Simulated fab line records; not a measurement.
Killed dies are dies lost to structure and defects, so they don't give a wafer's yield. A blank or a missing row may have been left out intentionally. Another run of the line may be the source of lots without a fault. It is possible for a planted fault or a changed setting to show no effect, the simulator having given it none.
Chamber matching / flow nand-harc / pecvd-03 running NHARC_P_M0_PRE_CLEAN_31: 3 sister chambers
The step time 12 s. 3 wafers are shown with their chamber, then 11 later ones without.

== EACH WAFER AND ITS CHAMBER ==
wafer=L088.4; chamber=1; heater-power-w (W)=670
wafer=L088.6; chamber=2; heater-power-w (W)=592
wafer=L090.4; chamber=0; heater-power-w (W)=558

== WAFERS WITHOUT THEIR CHAMBER ==
wafer=L090.5; heater-power-w (W)=579
wafer=L090.6; heater-power-w (W)=698
wafer=L092.2; heater-power-w (W)=475
wafer=L092.4; heater-power-w (W)=461
wafer=L092.6; heater-power-w (W)=703
wafer=L093.1; heater-power-w (W)=672
wafer=L093.5; heater-power-w (W)=656
wafer=L093.6; heater-power-w (W)=702
wafer=L096.1; heater-power-w (W)=633
wafer=L096.5; heater-power-w (W)=517
wafer=L096.6; heater-power-w (W)=731

== WHICH CHAMBER EACH WENT THROUGH ==
wafer=L090.5; from the rows above=can't be placed: 2 or 0 or 1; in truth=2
wafer=L090.6; from the rows above=can't be placed: 1 or 2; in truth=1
wafer=L092.2; from the rows above=can't be placed: 0 or 2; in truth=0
wafer=L092.4; from the rows above=can't be placed: 0 or 2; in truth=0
wafer=L092.6; from the rows above=can't be placed: 1 or 2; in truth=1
wafer=L093.1; from the rows above=can't be placed: 1 or 2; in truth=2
wafer=L093.5; from the rows above=can't be placed: 1 or 2 or 0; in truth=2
wafer=L093.6; from the rows above=can't be placed: 1 or 2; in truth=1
wafer=L096.1; from the rows above=can't be placed: 1 or 2 or 0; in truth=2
wafer=L096.5; from the rows above=can't be placed: 0 or 2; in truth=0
wafer=L096.6; from the rows above=can't be placed: 1 or 2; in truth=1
Placed correctly: 0 of 11. Can't be placed from these rows: 11 (the true chamber is among the candidates in 11). 0 placed wrongly.
How it was worked out, from the rows above alone: a wafer's distance from a chamber is the root of the sum, over the readings, of the square of ((its reading less the chamber's mean) divided by the reading's scatter). If the next closest chamber is less than 2 further off than the closest, the wafer can't be placed; otherwise it belongs to the closest. Each chamber's mean is taken over the wafers shown for it. The scatter: root of mean squared gap, hidden wafer to nearest shown wafer, with one shown wafer a chamber.
